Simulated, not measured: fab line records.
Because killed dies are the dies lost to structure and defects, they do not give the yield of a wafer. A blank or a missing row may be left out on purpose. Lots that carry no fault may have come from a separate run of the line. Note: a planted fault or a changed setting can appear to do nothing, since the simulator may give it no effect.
fab line records :: flow n5_finfet
record
  lots=4
  wafers=12
  last_day=16
route steps=1938 shown HKMG_FIN@410 BEOL_M4@1111
lots that met no fault: taken from a fault-free run of the same line
start_h: hours from the record's first day to the start of the lot's first wafer shown :: wait_h: hours elapsed since this lot's preceding step :: " same as the row above :: L1.1+2: a single row standing in for several wafers :: - no value, or no start given :: * or withheld: withheld :: < > ~ a bound
route shown NAME@n: NAME is a module with steps in the file, n the number in the route of the first one :: usual: average and standard deviation across the fault-free wafers :: same: alike in all rows :: chamber/n: place in a boat :: sites: each site's reading :: _std_site: how widely they spread, as a standard deviation :: _edge_site: mean of outer sites minus mean of inner sites :: radius_mm: for every site, how far away it sits from the centre of the wafer :: mask NAME#n: copy n :: behind: the tool/chamber that last shaped the wafer :: hold: what put the lot on hold/how long, in hours/how the hold closed :: device: names the non-switching transistor (n, p or np) :: end of line: the tests these same wafers got at the end of their route :: a step without rows: its recipe alone :: killed: not the wafer's yield, but the dies lost to structure and defects at the first sort :: map: dies across one wafer; x = killed, . = not, _ = none there
set.NAME: the setting that was run; set.NAME@STEP: the one run at that earlier step :: model.NAME: the simulator's own value behind a step, which no gauge read
a table for each step, a row for each wafer; lots at some steps of the route
services: when a tool's chamber went out of use (start_h, in hours from the record's first day, below 0 if earlier), for how many hours, and the reason
## steps
# step N5_HKMG_FIN_WET_ETCH_77
# recipe
  chemistry=dHCl
  mix=1:10000
  temp_c=25
  target=La2O3
  stop_on=HfO2
  target_depth_nm=2
# step N5_HKMG_FIN_WET_ETCH_78
# recipe
  chemistry=dNH4OH
  mix=1:50
  temp_c=25
  target=Al2O3
  stop_on=La2O3
  target_depth_nm=4.5
  dry=ipa_marangoni
  rinse_time_s=30
  rinse_temp_c=23
# step N5_HKMG_FIN_ALD_79
# recipe
  material=TiN
  target_thk_a=15
  temp_c=400
  ald_precursor_family=TiCl4
  ald_co_reactant=NH3
  pulse_time_s=1
  purge_time_s=3
  co_reactant_purge_time_s=2
  co_reactant_pulse_time_s=2
  ald_cycles=68
  pressure_torr=3
# step N5_HKMG_FIN_CVD_62
# recipe
  material=a-Si
  target_thk_a=30
  temp_c=500
  precursor=Si2H6
  pressure_torr=1
  time_s=20.8
# step N5_HKMG_FIN_RTA_80
# recipe
  temp_c=withheld
  time_s=2
  ambient=N2
  idle_temp_c=600
  ramp_up_c_per_s=150
  ramp_down_c_per_s=60
  cool_to_c=600
# step N5_HKMG_FIN_PRECLEAN_64
# recipe
  chemistry=dHF
  time_s=30
  temp_c=25
  dilution=withheld
# step N5_HKMG_FIN_WET_ETCH_65
# recipe
  chemistry=TMAH
  temp_c=70
  conc_wt_pct=5
  target=a-Si
  stop_on=TiN
  time_s=49
  target_depth_nm=3
# step N5_HKMG_FIN_WET_ETCH_81
# recipe
  chemistry=SC1
  target=TiN
  stop_on=HfO2
  mix=1:1:5
  temp_c=60
  time_s=57
  target_depth_nm=6
# step N5_HKMG_FIN_WET_ETCH_82
# recipe
  chemistry=dHCl
  mix=1:10000
  temp_c=25
  target=La2O3
  stop_on=HfO2
  target_depth_nm=2
  dry=ipa_marangoni
  rinse_time_s=30
  rinse_temp_c=23
# step N5_HKMG_FIN_ALD_36
# recipe
  material=TiN
  target_thk_a=10
  temp_c=400
  ald_precursor_family=TiCl4
  ald_co_reactant=NH3
  pulse_time_s=1
  purge_time_s=3
  co_reactant_purge_time_s=2
  co_reactant_pulse_time_s=2
  ald_cycles=47
  pressure_torr=3
# step N5_HKMG_FIN_PWFM_ALD_03
# recipe
  material=TiN
  target_thk_a=20
  temp_c=400
  ald_precursor_family=TiCl4
  ald_co_reactant=NH3
  pulse_time_s=1
  purge_time_s=3
  co_reactant_purge_time_s=2
  co_reactant_pulse_time_s=2
  ald_cycles=91
  pressure_torr=3
# step N5_HKMG_FIN_COAT_29
# recipe
  resist=SOC
  temp_c=250
  time_s=60
  spin_rpm=1500
  resist_thk_nm=300
# usual
  chill_plate_temp_C=23.01/0.092
  spin_speed_rpm=1500.2/1.1
lot.wafer: L427.1
tool: litho_track-02
chamber: 0
start_h: 111.43
wait_h: 0.2
chill_plate_temp_C: 23.02
spin_speed_rpm: 1499.4
model.SOC_of_HKMG_FIN_COAT_29.thk_nm: 301

lot.wafer: L427.2
tool: litho_track-02
chamber: 0
start_h: 111.43
wait_h: 0.2
chill_plate_temp_C: 22.88
spin_speed_rpm: 1502.1
model.SOC_of_HKMG_FIN_COAT_29.thk_nm: 301.2

lot.wafer: L427.6
tool: litho_track-02
chamber: 0
start_h: 111.43
wait_h: 0.2
chill_plate_temp_C: 22.89
spin_speed_rpm: 1502.2
model.SOC_of_HKMG_FIN_COAT_29.thk_nm: 301.4

lot.wafer: L433.2
tool: litho_track-02
chamber: 0
start_h: 151.78
wait_h: 0.2
chill_plate_temp_C: 22.89
spin_speed_rpm: 1368.6
model.SOC_of_HKMG_FIN_COAT_29.thk_nm: 313.6

lot.wafer: L433.3
tool: litho_track-02
chamber: 0
start_h: 151.78
wait_h: 0.2
chill_plate_temp_C: 23.05
spin_speed_rpm: 1372.7
model.SOC_of_HKMG_FIN_COAT_29.thk_nm: 313.4

lot.wafer: L433.4
tool: litho_track-02
chamber: 0
start_h: 151.78
wait_h: 0.2
chill_plate_temp_C: 23.06
spin_speed_rpm: 1369.7
model.SOC_of_HKMG_FIN_COAT_29.thk_nm: 313.2

lot.wafer: L436.2
tool: litho_track-02
chamber: 0
start_h: 164.43
wait_h: 0.2
chill_plate_temp_C: 23.04
spin_speed_rpm: 1370.7
model.SOC_of_HKMG_FIN_COAT_29.thk_nm: 315

lot.wafer: L436.3
tool: litho_track-02
chamber: 0
start_h: 164.43
wait_h: 0.2
chill_plate_temp_C: 23.27
spin_speed_rpm: 1370.4
model.SOC_of_HKMG_FIN_COAT_29.thk_nm: 315.2

lot.wafer: L436.5
tool: litho_track-02
chamber: 0
start_h: 164.43
wait_h: 0.2
chill_plate_temp_C: 23.14
spin_speed_rpm: 1370.4
model.SOC_of_HKMG_FIN_COAT_29.thk_nm: 315.4

lot.wafer: L438.4
tool: litho_track-01
chamber: 0
start_h: 176.79
wait_h: 0.2
chill_plate_temp_C: 22.92
spin_speed_rpm: 1499.9
model.SOC_of_HKMG_FIN_COAT_29.thk_nm: 299

lot.wafer: L438.5
tool: litho_track-01
chamber: 0
start_h: 176.79
wait_h: 0.2
chill_plate_temp_C: 22.97
spin_speed_rpm: 1499.8
model.SOC_of_HKMG_FIN_COAT_29.thk_nm: 299.6

lot.wafer: L438.6
tool: litho_track-01
chamber: 0
start_h: 176.79
wait_h: 0.2
chill_plate_temp_C: 22.98
spin_speed_rpm: 1499.0
model.SOC_of_HKMG_FIN_COAT_29.thk_nm: 299.6
# step N5_HKMG_FIN_COAT_30
# recipe
  resist=SiARC
  temp_c=220
  time_s=60
  spin_rpm=1500
  resist_thk_nm=35
# step N5_HKMG_FIN_COAT_06
# recipe
  resist=CAR-ArF
  spin_rpm=1500
  resist_thk_nm=90
# step N5_HKMG_FIN_EBR_08
# recipe
  solvent=PGMEA
  ebr_width_mm=1.5
# step N5_HKMG_FIN_SOFTBAKE_07
# recipe
  temp_c=110
  time_s=60
  resist=CAR-ArF
# step N5_HKMG_FIN_EXPOSE_09
# recipe
  mask_id=NWFM
  na=1.35
  source_shape=conventional
  sigma_outer=0.8
  polarization=unpolarized
  dose_mj=39.25
# step N5_HKMG_FIN_PEB_10
# recipe
  peb_temp_c=withheld
  peb_time_s=60
  resist=CAR-ArF
# step N5_HKMG_FIN_DEVELOP_11
# recipe
  develop_time_s=30
  developer=TMAH
  resist=CAR-ArF
  dev_temp_c=23
  rinse_liquid=diw
  dry=air_spin
# step N5_HKMG_FIN_DESCUM_17
# recipe
  chemistry=O2
  time_s=7.9
  source_power_w=50
  bias_power_w=20
  pressure_mtorr=20
  rf_frequency_hz=2.712e+07
  temp_c=40
  resist=CAR-ArF
  o2_flow_sccm=225
# step N5_HKMG_FIN_ETCH_31
# recipe
  chemistry=CF4
  target=SiARC
  target_depth_a=455
  mask_material=CAR-ArF
  time_s=75.8
  ion_energy_ev=80
  pressure_mtorr=40
  source_w=545
  bias_w=36
  Ar_flow_sccm=100
  cf4_flow_sccm=100
  ends=cleared
# step N5_HKMG_FIN_ETCH_32
# recipe
  chemistry=N2/H2
  target=SOC
  target_depth_a=2400
  temp_c=40
  time_s=300
  ion_energy_ev=200
  mask_material=SiARC
  pressure_mtorr=30
  source_w=840
  bias_w=150
  n2_flow_sccm=200
  h2_flow_sccm=200
# step N5_HKMG_FIN_STRIP_33
# recipe
  chemistry=N2/H2
  temp_c=40
  n2_flow_sccm=200
  h2_flow_sccm=200
  rf_frequency_hz=6e+07
# step N5_HKMG_FIN_STRIP_34
# recipe
  chemistry=CF4
  resist=SiARC
  power_w=300
  bias_power_w=75
  pressure_mtorr=50
  cf4_flow_sccm=150
  rf_frequency_hz=6e+07
# step N5_HKMG_FIN_ETCH_35
# recipe
  chemistry=N2/H2
  target=SOC
  target_depth_a=2158
  ion_energy_ev=65
  bias_w=5
  source_w=3000
  time_s=243.4
  pressure_mtorr=30
  n2_flow_sccm=200
  h2_flow_sccm=200
# step N5_HKMG_FIN_STRIP_92
# recipe
  chemistry=N2/H2
  material=SOC
  time_s=20
  power_w=500
  temp_c=40
  pressure_mtorr=50
  rf_frequency_hz=6e+07
  bias_power_w=8
  h2_frac=0.5
  n2_flow_sccm=300
  h2_flow_sccm=300
# usual
  drypump_motor_current_A=5.9/0.41
  h2_flow_sccm=300.1/0.85
  oes_product_au=0.80/0.09
  rf_fwd_power_W=496.3/1.8
  rf_vpp_V=54.3/0.83
  showerhead_plenum_p_Torr=3.38/0.12
  throttle_valve_pct=18.8/0.32
lot.wafer: L427.1
tool: rie_diel-06
chamber: 3
start_h: 112.36
wait_h: 0.1
drypump_motor_current_A: 6.6
h2_flow_sccm: 300.0
oes_product_au: 0.70
rf_fwd_power_W: 494.9
rf_hours_counter_h: 209
rf_vpp_V: 55.1
showerhead_plenum_p_Torr: 3.20
throttle_valve_pct: 18.7
model.SOC_of_HKMG_FIN_COAT_29.thk_nm: 75.8

lot.wafer: L427.2
tool: rie_diel-06
chamber: 1
start_h: 112.36
wait_h: 0.1
drypump_motor_current_A: 6.4
h2_flow_sccm: 300.9
oes_product_au: 0.88
rf_fwd_power_W: 495.8
rf_hours_counter_h: 45
rf_vpp_V: 54.2
showerhead_plenum_p_Torr: 3.56
throttle_valve_pct: 18.9
model.SOC_of_HKMG_FIN_COAT_29.thk_nm: 77.8

lot.wafer: L427.6
tool: rie_diel-06
chamber: 2
start_h: 112.36
wait_h: 0.1
drypump_motor_current_A: 5.7
h2_flow_sccm: 300.6
oes_product_au: 0.79
rf_fwd_power_W: 496.6
rf_hours_counter_h: -
rf_vpp_V: 53.6
showerhead_plenum_p_Torr: 3.24
throttle_valve_pct: 18.9
model.SOC_of_HKMG_FIN_COAT_29.thk_nm: 75.8

lot.wafer: L433.2
tool: rie_diel-05
chamber: 2
start_h: 153.01
wait_h: 0.1
drypump_motor_current_A: 5.8
h2_flow_sccm: 300.1
oes_product_au: 0.94
rf_fwd_power_W: 497.2
rf_hours_counter_h: 13
rf_vpp_V: 52.9
showerhead_plenum_p_Torr: 3.43
throttle_valve_pct: 18.1
model.SOC_of_HKMG_FIN_COAT_29.thk_nm: 84.8

lot.wafer: L433.3
tool: rie_diel-05
chamber: 3
start_h: 153.01
wait_h: 0.1
drypump_motor_current_A: 5.9
h2_flow_sccm: 300.8
oes_product_au: 0.66
rf_fwd_power_W: 493.8
rf_hours_counter_h: 234
rf_vpp_V: 54.4
showerhead_plenum_p_Torr: 3.32
throttle_valve_pct: 19.0
model.SOC_of_HKMG_FIN_COAT_29.thk_nm: 92.2

lot.wafer: L433.4
tool: rie_diel-05
chamber: 0
start_h: 153.01
wait_h: 0.1
drypump_motor_current_A: 5.1
h2_flow_sccm: 301.1
oes_product_au: 0.95
rf_fwd_power_W: 498.7
rf_hours_counter_h: 6
rf_vpp_V: 54.2
showerhead_plenum_p_Torr: 3.58
throttle_valve_pct: 19.2
model.SOC_of_HKMG_FIN_COAT_29.thk_nm: 84.2

lot.wafer: L436.2
tool: rie_diel-04
chamber: 0
start_h: 165.33
wait_h: 0.1
drypump_motor_current_A: 5.5
h2_flow_sccm: 300.5
oes_product_au: 0.86
rf_fwd_power_W: 497.5
rf_hours_counter_h: 48
rf_vpp_V: 54.4
showerhead_plenum_p_Torr: 3.40
throttle_valve_pct: 18.6
model.SOC_of_HKMG_FIN_COAT_29.thk_nm: 88.2

lot.wafer: L436.3
tool: rie_diel-04
chamber: 2
start_h: 165.33
wait_h: 0.1
drypump_motor_current_A: 5.9
h2_flow_sccm: 300.4
oes_product_au: 0.82
rf_fwd_power_W: 495.7
rf_hours_counter_h: 89
rf_vpp_V: 54.7
showerhead_plenum_p_Torr: 3.40
throttle_valve_pct: 19.3
model.SOC_of_HKMG_FIN_COAT_29.thk_nm: 87.2

lot.wafer: L436.5
tool: rie_diel-04
chamber: 1
start_h: 165.33
wait_h: 0.1
drypump_motor_current_A: 6.0
h2_flow_sccm: 299.9
oes_product_au: 0.86
rf_fwd_power_W: 496.3
rf_hours_counter_h: -
rf_vpp_V: 54.1
showerhead_plenum_p_Torr: 3.42
throttle_valve_pct: 18.4
model.SOC_of_HKMG_FIN_COAT_29.thk_nm: 85.4

lot.wafer: L438.4
tool: rie_diel-06
chamber: 3
start_h: 177.69
wait_h: 0.1
drypump_motor_current_A: 6.6
h2_flow_sccm: 301.4
oes_product_au: 0.69
rf_fwd_power_W: 497.2
rf_hours_counter_h: 234
rf_vpp_V: 54.4
showerhead_plenum_p_Torr: 3.19
throttle_valve_pct: 18.7
model.SOC_of_HKMG_FIN_COAT_29.thk_nm: 72.6

lot.wafer: L438.5
tool: rie_diel-06
chamber: 0
start_h: 177.69
wait_h: 0.1
drypump_motor_current_A: 5.9
h2_flow_sccm: 300.1
oes_product_au: 0.74
rf_fwd_power_W: 495.3
rf_hours_counter_h: -
rf_vpp_V: 53.9
showerhead_plenum_p_Torr: 3.36
throttle_valve_pct: 18.7
model.SOC_of_HKMG_FIN_COAT_29.thk_nm: 74.2

lot.wafer: L438.6
tool: rie_diel-06
chamber: 3
start_h: 177.69
wait_h: 0.1
drypump_motor_current_A: 6.6
h2_flow_sccm: 301.4
oes_product_au: 0.68
rf_fwd_power_W: 497.8
rf_hours_counter_h: -
rf_vpp_V: 53.8
showerhead_plenum_p_Torr: 3.19
throttle_valve_pct: 18.7
model.SOC_of_HKMG_FIN_COAT_29.thk_nm: 74
# step N5_HKMG_FIN_WET_ETCH_18
# recipe
  chemistry=SC1
  target=TiN
  mix=1:1:5
  temp_c=*
  time_s=55
  target_depth_nm=5.2
  dry=ipa_marangoni
  rinse_time_s=30
  rinse_temp_c=23
# step N5_BEOL_M4_RC_MEAS_101
# usual
  DIBL_N=36.3/1.4
  DIBL_P=36.2/1.5
  IOFF_N=0.160/0.021
  IOFF_P=0.211/0.027
  ION_N=676/7.7
  ION_P=463/5.5
  SS_N=71.4/0.57
  SS_P=73.3/0.58
  VT_N=249.3/2.5
  VT_P=-250.1/2.6
lot.wafer: L427.1
tool: prober-01
chamber: 0
start_h: 204.77
wait_h: 0.0
DIBL_N[mV/V]: 37.8
DIBL_P[mV/V]: 36.9
IOFF_N[nA/um]: 0.139
IOFF_P[nA/um]: 0.218
ION_N[uA/um]: 661
ION_P[uA/um]: 465
SS_N[mV/dec]: 71.1
SS_P[mV/dec]: 73.7
VT_N[mV]: 253.0
VT_P[mV]: -249.2

lot.wafer: L427.2
tool: prober-01
chamber: 0
start_h: 204.77
wait_h: 0.0
DIBL_N[mV/V]: 36.9
DIBL_P[mV/V]: 35.6
IOFF_N[nA/um]: 0.127
IOFF_P[nA/um]: 0.201
ION_N[uA/um]: 669
ION_P[uA/um]: 456
SS_N[mV/dec]: 71.6
SS_P[mV/dec]: 72.7
VT_N[mV]: 254.3
VT_P[mV]: -251.7

lot.wafer: L427.6
tool: prober-01
chamber: 0
start_h: 204.77
wait_h: 0.0
DIBL_N[mV/V]: 38.3
DIBL_P[mV/V]: 36.7
IOFF_N[nA/um]: 0.145
IOFF_P[nA/um]: 0.214
ION_N[uA/um]: 666
ION_P[uA/um]: 457
SS_N[mV/dec]: 71.7
SS_P[mV/dec]: 72.5
VT_N[mV]: 251.2
VT_P[mV]: -251.0

lot.wafer: L433.2
tool: prober-02
chamber: 0
start_h: 246.48
wait_h: 0.2
DIBL_N[mV/V]: 38.0
DIBL_P[mV/V]: 38.1
IOFF_N[nA/um]: 0.180
IOFF_P[nA/um]: 0.211
ION_N[uA/um]: 676
ION_P[uA/um]: 457
SS_N[mV/dec]: 72.7
SS_P[mV/dec]: 74.4
VT_N[mV]: 248.9
VT_P[mV]: -254.4

lot.wafer: L433.3
tool: prober-02
chamber: 0
start_h: 246.48
wait_h: 0.2
DIBL_N[mV/V]: 35.2
DIBL_P[mV/V]: 35.3
IOFF_N[nA/um]: 0.134
IOFF_P[nA/um]: 0.168
ION_N[uA/um]: 681
ION_P[uA/um]: 459
SS_N[mV/dec]: 71.3
SS_P[mV/dec]: 73.3
VT_N[mV]: 253.5
VT_P[mV]: -254.0

lot.wafer: L433.4
tool: prober-02
chamber: 0
start_h: 246.48
wait_h: 0.2
DIBL_N[mV/V]: 37.7
DIBL_P[mV/V]: 38.0
IOFF_N[nA/um]: 0.182
IOFF_P[nA/um]: 0.196
ION_N[uA/um]: 674
ION_P[uA/um]: 452
SS_N[mV/dec]: 72.8
SS_P[mV/dec]: 74.0
VT_N[mV]: 251.3
VT_P[mV]: -253.5

lot.wafer: L436.2
tool: prober-02
chamber: 0
start_h: 260.93
wait_h: 0.2
DIBL_N[mV/V]: 38.2
DIBL_P[mV/V]: 36.8
IOFF_N[nA/um]: 0.173
IOFF_P[nA/um]: 0.255
ION_N[uA/um]: 680
ION_P[uA/um]: 475
SS_N[mV/dec]: 72.0
SS_P[mV/dec]: 73.2
VT_N[mV]: 246.5
VT_P[mV]: -247.3

lot.wafer: L436.3
tool: prober-02
chamber: 0
start_h: 260.93
wait_h: 0.2
DIBL_N[mV/V]: 39.0
DIBL_P[mV/V]: 37.5
IOFF_N[nA/um]: 0.184
IOFF_P[nA/um]: 0.272
ION_N[uA/um]: 672
ION_P[uA/um]: 468
SS_N[mV/dec]: 72.5
SS_P[mV/dec]: 73.5
VT_N[mV]: 247.7
VT_P[mV]: -243.9

lot.wafer: L436.5
tool: prober-02
chamber: 0
start_h: 260.93
wait_h: 0.2
DIBL_N[mV/V]: 36.9
DIBL_P[mV/V]: 35.7
IOFF_N[nA/um]: 0.155
IOFF_P[nA/um]: 0.238
ION_N[uA/um]: 669
ION_P[uA/um]: 465
SS_N[mV/dec]: 71.5
SS_P[mV/dec]: 73.7
VT_N[mV]: 249.3
VT_P[mV]: -247.5

lot.wafer: L438.4
tool: prober-02
chamber: 0
start_h: 266.12
wait_h: 0.5
DIBL_N[mV/V]: 35.7
DIBL_P[mV/V]: 34.3
IOFF_N[nA/um]: 0.151
IOFF_P[nA/um]: 0.187
ION_N[uA/um]: 678
ION_P[uA/um]: 461
SS_N[mV/dec]: 71.4
SS_P[mV/dec]: 73.4
VT_N[mV]: 248.5
VT_P[mV]: -252.5

lot.wafer: L438.5
tool: prober-02
chamber: 0
start_h: 266.12
wait_h: 0.5
DIBL_N[mV/V]: 36.9
DIBL_P[mV/V]: 36.2
IOFF_N[nA/um]: 0.186
IOFF_P[nA/um]: 0.221
ION_N[uA/um]: 687
ION_P[uA/um]: 465
SS_N[mV/dec]: 71.2
SS_P[mV/dec]: 73.2
VT_N[mV]: 245.8
VT_P[mV]: -249.5

lot.wafer: L438.6
tool: prober-02
chamber: 0
start_h: 266.12
wait_h: 0.5
DIBL_N[mV/V]: 35.0
DIBL_P[mV/V]: 33.3
IOFF_N[nA/um]: 0.149
IOFF_P[nA/um]: 0.179
ION_N[uA/um]: 677
ION_P[uA/um]: 460
SS_N[mV/dec]: 70.6
SS_P[mV/dec]: 72.4
VT_N[mV]: 249.8
VT_P[mV]: -250.6
## services
tool: rie_diel-04
chamber: 1
start_h: 104.02
hours: 9.3
kind: repair

tool: rie_diel-05
chamber: 2
start_h: 104.20
hours: -
kind: clean

tool: rie_diel-05
chamber: 2
start_h: 104.20
hours: -
kind: consumable_replace:focus_ring

tool: rie_diel-05
chamber: 2
start_h: 104.20
hours: 12.5
kind: scheduled_down

tool: rie_diel-05
chamber: 2
start_h: 104.20
hours: 12.5
kind: vent_cycle

tool: rie_diel-05
chamber: 0
start_h: 116.69
hours: -
kind: clean

tool: rie_diel-05
chamber: 0
start_h: 116.69
hours: -
kind: consumable_replace:focus_ring

tool: rie_diel-05
chamber: 0
start_h: 116.69
hours: -
kind: consumable_replace:showerhead

tool: rie_diel-05
chamber: 0
start_h: 116.69
hours: 19.2
kind: scheduled_down

tool: rie_diel-05
chamber: 0
start_h: 116.69
hours: 19.2
kind: vent_cycle

tool: rie_diel-05
chamber: 2
start_h: 132.80
hours: 6.0
kind: repair

tool: rie_diel-04
chamber: 3
start_h: 137.04
hours: -
kind: clean

tool: rie_diel-04
chamber: 3
start_h: 137.04
hours: -
kind: consumable_replace:focus_ring

tool: rie_diel-04
chamber: 3
start_h: 137.04
hours: 17.2
kind: scheduled_down

tool: rie_diel-04
chamber: 3
start_h: 137.04
hours: 17.2
kind: vent_cycle
## key
first_sign
  step=N5_HKMG_FIN_COAT_29
  reading=spin_speed_rpm
  direction=down
  sigmas=99+
  usual=*
  struck=*
effect none on later readings
model_effect
  step=N5_HKMG_FIN_COAT_29
  value=SOC_of_HKMG_FIN_COAT_29.thk_nm
  without=300.5
  struck=314.3
model_effect
  step=N5_HKMG_FIN_STRIP_92
  value=SOC_of_HKMG_FIN_COAT_29.thk_nm
  without=73.2
  struck=87
met_at N5_HKMG_FIN_COAT_29
struck_wafers L433.2,L433.3,L433.4,L436.2,L436.3,L436.5
onset_between 111.43 151.78
fault
  kind=process_parameter_drift
  tool=litho_track-02
  chamber=-
  onset_h=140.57
  steps=N5_HKMG_FIN_COAT_29
  channel=spin_rpm
  offset=*
  shape=step
  end_h=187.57
  acts_in=*
  stated=*
